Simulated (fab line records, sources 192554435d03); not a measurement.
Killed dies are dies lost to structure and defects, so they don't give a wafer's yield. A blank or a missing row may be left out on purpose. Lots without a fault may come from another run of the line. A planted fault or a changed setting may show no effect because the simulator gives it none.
fab line records | flow n5_finfet
record lots=4 wafers=12 last_day=18
route steps=1938 shown GATE_CUT@465 BEOL_M4@1111 PASSIVATION@1936
lots that met no fault: from a run of the same line without faults
start_h: hours from the record's first day to the start of the lot's first wafer shown | wait_h: hours since the lot's step before | " the same as in the row above | L1.1+2: a row that stands for several wafers | - no value, or no start given | * or withheld: withheld | < > ~ a bound
route shown NAME@n: a module of which the file shows steps, and the number in the route of the first | usual: mean/standard deviation of fault-free wafers | same: alike in all rows | chamber/n: place in a boat | sites: the reading at each site | _std_site: their standard deviation | _edge_site: outer sites' mean less inner sites' | radius_mm: how far each site lies from the wafer's centre | mask NAME#n: copy n | behind: the tool/chamber that last shaped the wafer | hold: why the lot was held/for how many hours/how that ended | device: the transistor (n, p or np) that didn't switch | end of line: the same wafers' tests at the end of the route | a step without rows: its recipe alone | killed: dies lost to structure and defects at the first sort, not the wafer's yield | map: a wafer's dies, x killed, . not, _ none there
set.NAME: the setting as run; set.NAME@STEP: as run at that earlier step | model.NAME: the simulator's own value behind a step, which no gauge read
lots at some steps of the route; a table a step, a row a wafer
services: from which hour (start_h, from the record's first day; less than 0 if before it) a tool's chamber was out of use, for how many hours, and why
## steps
# step N5_GATE_CUT_ETCHBACK_00
# recipe chemistry=SF6/Cl2 target=W pressure_mtorr=8 icp_w=900 bias_w=80 SF6_flow_sccm=40 Cl2_flow_sccm=60
# step N5_GATE_CUT_ETCH_56
# recipe chemistry=Cl2/Ar target=TiN target_depth_a=216 pressure_mtorr=10 icp_w=600 bias_w=60 Cl2_flow_sccm=40 Ar_flow_sccm=60
# step N5_GATE_CUT_ETCHBACK_30
# recipe chemistry=Cl2/Ar target=TiN target_depth_a=30 mode=isotropic pressure_mtorr=10 icp_w=600 bias_w=60 Cl2_flow_sccm=40 Ar_flow_sccm=60
# step N5_GATE_CUT_VAPOR_ETCH_60
# recipe chemistry=BCl3/Cl2 target=HfO2 mode=isotropic
# step N5_GATE_CUT_ETCH_58
# recipe chemistry=CH3F/O2 target=SiNx target_depth_a=170 time_s=128.6 ion_energy_ev=50 pressure_mtorr=30 source_w=415 bias_w=21 Ar_flow_sccm=150 CH3F_flow_sccm=30 O2_flow_sccm=20
# step N5_GATE_CUT_STRIP_59
# recipe chemistry=N2/H2 time_s=20 power_w=100 temp_c=40 pressure_mtorr=100 rf_frequency_hz=6e+07 bias_power_w=3 n2_flow_sccm=300 h2_flow_sccm=300
# step N5_GATE_CUT_PRECLEAN_31
# recipe temp_c=23 chemistry=DIW time_s=300
# step N5_GATE_CUT_SRD_32
# recipe time_s=30 temp_c=23 rinse_liquid=diw dry=ipa_marangoni
# step N5_GATE_CUT_SAC_CAP_01
# recipe material=SiNx target_thk_a=240 temp_c=400 ald_precursor_family=SiH2I2 ald_co_reactant=N2/H2-plasma pulse_time_s=1 ald_cycles=480 purge_time_s=2 co_reactant_purge_time_s=2 pressure_torr=2
# step N5_GATE_CUT_PECVD_57
# recipe material=SiNx target_thk_a=210 temp_c=400 precursor=SiH4/NH3/N2 pressure_torr=1.5 rf_w=300
# step N5_GATE_CUT_CMP_02
# recipe stop_on=SiO2 t_overpolish_s=12.7 post_cmp_clean=alkaline_brush down_force_psi=2.5 platen_rpm=51.8 pad_velocity_m_s=1.0307 target_thk_nm=0
# step N5_GATE_CUT_HM_DEP_46
# recipe material=SiO2 target_thk_a=1300 temp_c=400 precursor=TEOS/O2 pressure_torr=6.5 rf_w=900 teos_flow_sccm=161.4 gas=O2 flow_sccm=2650 time_s=26.6
# usual heater_power_w=604/85 showerhead_plenum_p_Torr=8.34/0.036 throttle_valve_pct=18.3/0.77
# columns lot.wafer tool chamber start_h wait_h heater_power_w showerhead_plenum_p_Torr since_wet_clean_h throttle_valve_pct
L178.3 pecvd-04 2 122.94 0.1 533 8.28 - 16.8
L178.4 " 0 " " 750 8.34 - 17.6
L178.6 " 2 " " 539 8.31 - 16.7
L193.2 pecvd-02 1 212.77 0.0 661 8.34 1823 19.4
L193.3 " 2 " " 695 8.32 344 18.2
L193.4 " 2 " " 735 8.33 - 18.2
L194.3 pecvd-04 0 216.27 0.0 751 8.36 920 17.7
L194.5 " 2 " " 610 8.31 - 16.8
L194.6 " 1 " " 605 8.32 - 18.0
L195.1 pecvd-04 1 223.91 0.0 534 8.30 1653 17.9
L195.2 " 0 " " 696 8.38 928 17.6
L195.5 " 0 " " 710 8.35 - 17.7
# step N5_GATE_CUT_COAT_34
# recipe resist=SOC temp_c=250 time_s=60 spin_rpm=1500 resist_thk_nm=60
# step N5_GATE_CUT_COAT_35
# recipe resist=SiARC temp_c=220 time_s=60 spin_rpm=1500 resist_thk_nm=10
# step N5_GATE_CUT_COAT_27
# recipe resist=underlayer temp_c=205 time_s=60 spin_rpm=1500 resist_thk_nm=10
# step N5_GATE_CUT_COAT_07
# recipe resist=CAR-EUV spin_rpm=1500 resist_thk_nm=30
# step N5_GATE_CUT_EBR_09
# recipe solvent=PGMEA ebr_width_mm=1.5
# step N5_GATE_CUT_SOFTBAKE_08
# recipe temp_c=110 time_s=60 resist=CAR-EUV
# step N5_GATE_CUT_EXPOSE_10
# recipe mask_id=GATE_CUT na=0.33 source_shape=annular sigma_inner=0.35 sigma_outer=0.8 polarization=unpolarized target_cd_nm=20 dose_mj=43.25
# step N5_GATE_CUT_PEB_11
# recipe peb_temp_c=100 peb_time_s=60 resist=CAR-EUV
# step N5_GATE_CUT_DEVELOP_12
# recipe develop_time_s=30 developer=TMAH resist=CAR-EUV rinse_liquid=surfactant_rinse dry=air_spin dev_temp_c=23
# step N5_GATE_CUT_DESCUM_18
# recipe chemistry=O2 time_s=7 source_power_w=50 bias_power_w=20 pressure_mtorr=20 rf_frequency_hz=2.712e+07 temp_c=40 resist=CAR-EUV o2_flow_sccm=225
# step N5_GATE_CUT_ETCH_28
# recipe chemistry=N2/H2 target=underlayer target_depth_a=130 mask_material=CAR-EUV time_s=10.4 ion_energy_ev=200 pressure_mtorr=30 source_w=840 bias_w=150 n2_flow_sccm=200 h2_flow_sccm=200 ends=cleared
# step N5_GATE_CUT_ETCH_36
# recipe chemistry=CF4 target=SiARC target_depth_a=130 mask_material=CAR-EUV time_s=21.7 ion_energy_ev=80 pressure_mtorr=40 source_w=545 bias_w=36 Ar_flow_sccm=100 cf4_flow_sccm=100 ends=cleared
# step N5_GATE_CUT_ETCH_37
# recipe chemistry=N2/H2 target=SOC target_depth_a=600 overetch_a=120 mask_material=SiARC temp_c=40 time_s=90 ion_energy_ev=200 pressure_mtorr=30 source_w=840 bias_w=150 n2_flow_sccm=200 h2_flow_sccm=200
# step N5_GATE_CUT_STRIP_38
# recipe chemistry=N2/H2 temp_c=40 n2_flow_sccm=200 h2_flow_sccm=200 rf_frequency_hz=6e+07
# step N5_GATE_CUT_STRIP_39
# recipe chemistry=N2/H2 temp_c=40 n2_flow_sccm=200 h2_flow_sccm=200 rf_frequency_hz=6e+07
# step N5_GATE_CUT_HM_OPEN_40
# recipe chemistry=C4F6/O2 target=SiO2 mask_material=SiARC target_depth_a=1390 time_s=85.1 ion_energy_ev=250 pressure_mtorr=30 source_w=345 bias_w=185 Ar_flow_sccm=300 C4F6_flow_sccm=10 O2_flow_sccm=10 ends=cleared
# step N5_GATE_CUT_STRIP_41
# recipe chemistry=CF4 resist=SiARC power_w=300 bias_power_w=75 pressure_mtorr=50 cf4_flow_sccm=150 rf_frequency_hz=6e+07
# step N5_GATE_CUT_STRIP_42
# recipe chemistry=O2 power_w=400 temp_c=40 pressure_mtorr=30 rf_frequency_hz=6e+07 bias_power_w=0 overash_fraction=0.3 o2_flow_sccm=225
# step N5_GATE_CUT_ETCH_19
# recipe chemistry=CH3F/O2 target=SiNx mask_material=SiO2 target_depth_a=537 time_s=76.7 pressure_mtorr=30 source_w=395 bias_w=73 Ar_flow_sccm=150 CH3F_flow_sccm=30 O2_flow_sccm=20 ion_energy_ev=120 ends=cleared
# step N5_GATE_CUT_CUT_ETCH_53
# recipe chemistry=SF6/Cl2 target=W mask_material=SiO2 target_depth_a=792 pressure_mtorr=8 icp_w=900 bias_w=80 SF6_flow_sccm=40 Cl2_flow_sccm=60 ends=cleared
# step N5_GATE_CUT_CUT_ETCH_54
# recipe chemistry=Cl2/BCl3 target=TiN mask_material=SiO2 target_depth_a=967 pressure_mtorr=10 icp_w=1000 bias_w=126 Cl2_flow_sccm=53.25 bcl3_flow_sccm=21.75 Ar_flow_sccm=25 ends=cleared
# step N5_GATE_CUT_CUT_ETCH_55
# recipe chemistry=BCl3 target=HfO2 mask_material=SiO2 target_depth_a=32 ion_energy_ev=30 pressure_mtorr=5 icp_w=450 bias_w=18 bcl3_flow_sccm=80
# step N5_GATE_CUT_ETCH_47
# recipe chemistry=Cl2/BCl3 target=SiO2 target_depth_a=100 pressure_mtorr=10 icp_w=1000 bias_w=126 Cl2_flow_sccm=53.25 bcl3_flow_sccm=21.75 Ar_flow_sccm=25
# step N5_GATE_CUT_VAPOR_ETCH_48
# recipe chemistry=BCl3/Cl2 target=TiN mode=isotropic
# step N5_GATE_CUT_VAPOR_ETCH_49
# recipe chemistry=BCl3/Cl2 target=TiAlC mode=isotropic
# step N5_GATE_CUT_VAPOR_ETCH_51
# recipe chemistry=BCl3/Cl2 target=HfO2 mode=isotropic
# step N5_GATE_CUT_THK_MEAS_24
# recipe reads=SiO2_of_GATE_CUT_HM_DEP_46+SiO2_flowable_of_ILD0_FCVD_FILL_01
# usual GC_FILL_THK=219.9/2.3
# columns lot.wafer tool chamber start_h wait_h GC_FILL_THK[nm]
L178.3 film_metro-01 - 126.29 - 220.8
L178.4 " - " " 221.0
L178.6 " - " " 222.2
L193.2 film_metro-02 - 216.44 - 217.7
L193.3 " - " " 218.9
L193.4 " - " " 220.7
L194.3 film_metro-02 - 219.95 - 215.3
L194.5 " - " " 219.7
L194.6 " - " " 205.7
L195.1 film_metro-02 - 227.15 - 205.0
L195.2 " - " " 218.4
L195.5 " - " " 222.4
# step N5_BEOL_M4_RC_MEAS_101
# usual DIBL_N=37.0/2.3 DIBL_P=37.3/2.8 IOFF_N=0.17/0.046 IOFF_P=0.23/0.054 ION_N=675/14 ION_P=460/9.3 SS_N=71.7/0.73 SS_P=73.6/0.95 VT_N=249/3.9 VT_P=-250/3.9
# columns lot.wafer tool chamber start_h wait_h DIBL_N[mV/V] DIBL_P[mV/V] IOFF_N[nA/um] IOFF_P[nA/um] ION_N[uA/um] ION_P[uA/um] SS_N[mV/dec] SS_P[mV/dec] VT_N[mV] VT_P[mV]
L178.3 prober-02 0 200.49 0.3 36.3 37.5 0.15 0.20 673 459 72.3 72.8 251 -253
L178.4 " 0 " " 35.3 36.8 0.14 0.20 679 465 71.1 73.3 251 -253
L178.6 " 0 " " 35.1 36.4 0.14 0.18 672 454 71.8 73.1 252 -255
L193.2 prober-01 0 308.62 0.2 39.6 37.7 0.20 0.23 664 454 72.1 73.7 244 -255
L193.3 " 0 " " 37.4 36.2 0.14 0.21 645 443 72.1 73.6 253 -253
L193.4 " 0 " " 37.9 36.0 0.15 0.19 664 451 71.7 73.2 255 -253
L195.1 prober-01 0 317.82 0.0 38.0 41.1 0.18 0.23 674 454 72.3 74.7 250 -254
L195.2 " 0 " " 38.0 40.4 0.19 0.21 681 459 72.0 73.8 250 -251
L195.5 " 0 " " 37.7 39.3 0.19 0.20 666 449 72.0 74.9 249 -256
L194.3 prober-02 0 320.02 0.3 34.7 34.0 0.13 0.18 655 449 71.6 73.3 252 -252
L194.5 " 0 " " 42.4 44.0 0.32 0.37 699 473 74.0 75.3 242 -244
L194.6 " 0 " " 37.3 38.3 0.20 0.25 673 458 72.0 74.7 248 -248
# step N5_PASSIVATION_PROBE_49
# usual defect_limited_yield=91.5/1.3 killed_at_M0_to_M3=36/10 killed_at_M4_up=13/4.7 killed_at_contacts=13/6.7 killed_at_front_end=37/9.7 killed_at_other=2.6/2.3 killed_dies=101/15 killed_open=67/12 killed_short=32/6.7 sort_bin_4_leakage=0.0/0.31 sort_bin_5_function=5.0/0.89 sort_bin_6_memory=3.2/0.63 sort_n_pass=1079/16 sort_yield_pct=91.4/1.4
# same gross_dies=1180 killed_at_back_side=0 sort_bin_8_speed[%]=0
# columns lot.wafer tool chamber start_h wait_h defect_limited_yield[%] killed_at_M0_to_M3 killed_at_M4_up killed_at_contacts killed_at_front_end killed_at_other killed_dies killed_open killed_short sort_bin_4_leakage[%] sort_bin_5_function[%] sort_bin_6_memory[%] sort_n_pass sort_yield_pct[%]
L178.3 prober-02 - 309.52 0.1 91.4 35 10 16 37 3 101 71 29 0 5.5 2.9 1079 91.4
L178.4 prober-02 - 309.57 0.2 90.6 26 16 14 52 3 111 64 45 0 6.1 2.8 1069 90.6
L178.6 prober-02 - 309.67 0.3 92.0 37 12 14 29 2 94 58 34 0 4.6 3.1 1086 92.0
L193.2 prober-02 - 415.86 0.1 92.5 26 10 9 40 3 88 54 29 0 4.7 2.5 1092 92.5
L193.3 prober-02 - 415.91 0.1 90.2 29 9 25 50 3 116 63 43 0 4.9 3.8 1064 90.2
L193.4 prober-02 - 415.96 0.2 89.1 34 21 20 52 2 129 88 39 0 6.4 4.2 1051 89.1
L195.1 prober-02 - 437.77 0.9 90.0 53 17 11 36 1 118 80 34 0 6.0 3.6 1062 90.0
L195.2 prober-02 - 437.82 1.0 90.2 61 7 11 35 2 116 86 28 0 5.3 4.5 1064 90.2
L195.5 prober-02 - 437.97 1.1 89.4 50 19 21 34 1 125 84 40 0 6.6 3.4 1055 89.4
L194.6 prober-02 - 439.35 0.3 91.4 27 10 18 43 3 101 71 26 0 5.2 3.1 1079 91.4
# killed by level:class
L178.3 MOL_CONTACT_COAG:geometric_particle:open=11 FIN_SAQP:geometric_particle:open=8 BEOL_M1:geometric_particle:open=8 BEOL_M3:geometric_particle:open=8 STARTING-WAFER:geometric_particle:open=7 DUMMY_GATE:geometric_particle:open=6 MOL_CONTACT_COAG:geometric_particle:short=5 FIN_SAQP:geometric_particle:short=4
L178.4 MOL_CONTACT_COAG:geometric_particle:open=12 FIN_SAQP:geometric_particle:short=11 BEOL_M4:geometric_particle:open=8 FIN_SAQP:geometric_particle:open=7 STI_FIN_REVEAL:geometric_particle:open=7 DUMMY_GATE:geometric_particle:open=7 BEOL_M3:geometric_particle:open=7 ILD0:geometric_particle:short=5
L178.6 BEOL_M1:geometric_particle:open=13 MOL_CONTACT_COAG:geometric_particle:open=11 BEOL_M0_SAQP:geometric_particle:short=8 BEOL_M0_SAQP:geometric_particle:open=7 BEOL_M3:geometric_particle:open=5 FIN_SAQP:geometric_particle:open=4 FIN_SAQP:geometric_particle:short=4 GATE_CUT:geometric_particle:short=4
L193.2 FIN_SAQP:geometric_particle:open=8 MOL_CONTACT_COAG:geometric_particle:open=7 BEOL_M1:geometric_particle:open=6 STI_FIN_REVEAL:geometric_particle:open=5 GATE_CUT:geometric_particle:short=5 FIN_SAQP:geometric_particle:short=4 BEOL_M3:geometric_particle:open=4 BEOL_M4:geometric_particle:open=4
L193.3 MOL_CONTACT_COAG:geometric_particle:open=20 STI_FIN_REVEAL:geometric_particle:open=12 HKMG_FIN:area_etch=9 BEOL_M2:geometric_particle:open=8 FIN_SAQP:geometric_particle:short=6 BEOL_M1:geometric_particle:short=6 GATE_CUT:geometric_particle:short=5 MOL_CONTACT_COAG:geometric_particle:short=5
L193.4 STI_FIN_REVEAL:geometric_particle:open=20 MOL_CONTACT_COAG:geometric_particle:open=15 FIN_SAQP:geometric_particle:short=11 BEOL_M2:geometric_particle:open=8 FIN_SAQP:geometric_particle:open=5 MOL_CONTACT_COAG:geometric_particle:short=5 BEOL_M0_SAQP:geometric_particle:short=5 BEOL_M1:geometric_particle:open=5
L195.1 BEOL_M3:geometric_particle:open=11 MOL_CONTACT_COAG:geometric_particle:open=9 BEOL_M1:geometric_particle:open=8 BEOL_M2:geometric_particle:open=8 BEOL_M0_SAQP:geometric_particle:open=7 BEOL_M1:geometric_particle:short=6 STARTING-WAFER:geometric_particle:open=6 FIN_SAQP:geometric_particle:open=5
L195.2 BEOL_M0_SAQP:geometric_particle:open=17 BEOL_M2:geometric_particle:open=16 STI_FIN_REVEAL:geometric_particle:open=12 MOL_CONTACT_COAG:geometric_particle:open=10 BEOL_M3:geometric_particle:open=10 BEOL_M0_SAQP:geometric_particle:short=9 FIN_SAQP:geometric_particle:open=4 FIN_SAQP:geometric_particle:short=4
L195.5 MOL_CONTACT_COAG:geometric_particle:open=17 FIN_SAQP:geometric_particle:open=12 BEOL_M0_SAQP:geometric_particle:open=11 BEOL_M0_SAQP:geometric_particle:short=11 BEOL_M1:geometric_particle:open=7 BEOL_M2:geometric_particle:open=6 BEOL_M3:geometric_particle:open=6 FIN_SAQP:geometric_particle:short=5
L194.6 MOL_CONTACT_COAG:geometric_particle:open=17 STI_FIN_REVEAL:geometric_particle:open=8 BEOL_M1:geometric_particle:open=7 FIN_SAQP:geometric_particle:short=6 FIN_SAQP:geometric_particle:open=6 BEOL_M0_SAQP:geometric_particle:short=5 BEOL_M0_SAQP:geometric_particle:open=5 GATE_CUT:geometric_particle:open=4
## services
# columns tool chamber start_h hours kind
pecvd-04 2 114.14 6.6 repair
pecvd-04 1 117.86 6.8 repair
pecvd-04 1 166.93 6.9 repair
pecvd-02 1 168.31 - calibration
pecvd-04 0 168.48 16.4 repair
pecvd-04 2 195.91 3.0 repair
pecvd-02 1 200.13 5.5 scheduled_down
pecvd-04 - 201.22 6.0 pm
pecvd-04 - 207.59 1.6 repair
## key
first_sign step=N5_GATE_CUT_THK_MEAS_24 reading=GC_FILL_THK direction=down sigmas=6.3 usual=219.9 struck=205.3
effect none on later readings
met_at N5_GATE_CUT_HM_DEP_46
struck_wafers L194.6,L195.1
fault kind=site_profile_drift tool=pecvd-04 chamber=1 onset_h=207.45 steps=N5_GATE_CUT_HM_DEP_46 basis=fraction max_abs_drift=0.25504 slope_share_per_hr=56.677 site_pattern=0,0,0,0,0,-1,-1,-1,-1
